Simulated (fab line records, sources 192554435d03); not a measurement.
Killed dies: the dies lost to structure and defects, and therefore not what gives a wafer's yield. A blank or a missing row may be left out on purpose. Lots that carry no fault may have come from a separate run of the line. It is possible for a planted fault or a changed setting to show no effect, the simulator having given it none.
Matching of chambers    flow n5Finfet    aldHk-01 running N5_HKMG_FIN_ALD_75: 4 sister chambers
The step deposits Al2O3, target thk 1 nm, co reactant pulse time 1 s. 4 wafers are shown with their chamber, then 9 later ones without.

## EACH WAFER AND ITS CHAMBER
wafer   chamber  heaterPowerW (W)
L079.1  2        172
L082.1  1        149
L084.2  3        171
L084.6  0        148

## WAFERS WITHOUT THEIR CHAMBER
wafer   heaterPowerW (W)
L092.3  147
L092.5  172
L092.6  146
L095.2  150
L095.4  169
L095.6  150
L097.2  172
L097.3  144
L097.5  175

## THE CHAMBER EACH PASSED THROUGH
wafer   from the rows above      in truth
L092.3  can't be placed: 0 or 1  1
L092.5  can't be placed: 2 or 3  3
L092.6  can't be placed: 0 or 1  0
L095.2  can't be placed: 1 or 0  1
L095.4  can't be placed: 3 or 2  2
L095.6  can't be placed: 1 or 0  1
L097.2  can't be placed: 2 or 3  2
L097.3  can't be placed: 0 or 1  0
L097.5  can't be placed: 2 or 3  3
Placed correctly: 0 of 9. Can't be placed from these rows: 9 (the true chamber is among the candidates in 9). 0 placed wrongly.
How it was worked out, from the rows above alone: a wafer's distance from a chamber is the root of the sum, over the readings, of the square of ((its reading less the chamber's mean) divided by the reading's scatter). If the next closest chamber is less than 2 further off than the closest, the wafer can't be placed; otherwise it belongs to the closest. A chamber's mean is the mean of its shown wafers. The scatter (one wafer shown for each chamber): square how far every hidden wafer sits from the nearest shown wafer, average those squares and take the square root.
